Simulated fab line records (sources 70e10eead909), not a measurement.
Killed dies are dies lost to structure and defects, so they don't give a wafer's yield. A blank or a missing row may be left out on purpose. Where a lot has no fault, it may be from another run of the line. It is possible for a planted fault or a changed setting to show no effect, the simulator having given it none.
Which of the tools did it? | flow nand harc | 21 wafers sampled from 7 lots at 1 step of a route of 1302

## WHAT THE GAUGES READ, wafer by wafer
NHARC_P_ZERO_WELL_INSPECT_43.
lot  | measured     | on                | raw defect count
L379 | day 2 23:48  | defect inspect-01 | 31 14 16
L382 | day 4 05:43  | defect inspect-01 | 34 14 26
L384 | day 5 01:20  | defect inspect-01 | 18 13 12
L388 | day 6 18:11  | defect inspect-02 | 9 6 8
L391 | day 7 23:14  | defect inspect-02 | 11 7 9
L398 | day 11 03:16 | defect inspect-02 | 9 10 10
L400 | day 11 17:40 | defect inspect-01 | 24 9 11

## TOOL THAT RAN EACH LOT (tool first, then ch and the chambers of the sampled wafers, then the start)
The record shows no process step preceding these readings.

## THE ANSWER, worked out from the rows above alone
Rule: what is usual is taken from the lots themselves. Put in order of their means at a reading, lots are off if they are a third of the lots or fewer, leave a main group of 4 or more, and stand apart from it by a gap of 3 or more times the standard deviation of the main group's means; of several such gaps the widest counts. Not used: any main group whose means are identical at the precision the tables above print for the reading. A lot without any number at a reading at which 4 lots or more have one is off too. The other lots that the step has rows for count as sound.
No lot is off on any of the readings shown, so nothing can be concluded from this.

## WHAT THE SIMULATOR HAD PUT IN
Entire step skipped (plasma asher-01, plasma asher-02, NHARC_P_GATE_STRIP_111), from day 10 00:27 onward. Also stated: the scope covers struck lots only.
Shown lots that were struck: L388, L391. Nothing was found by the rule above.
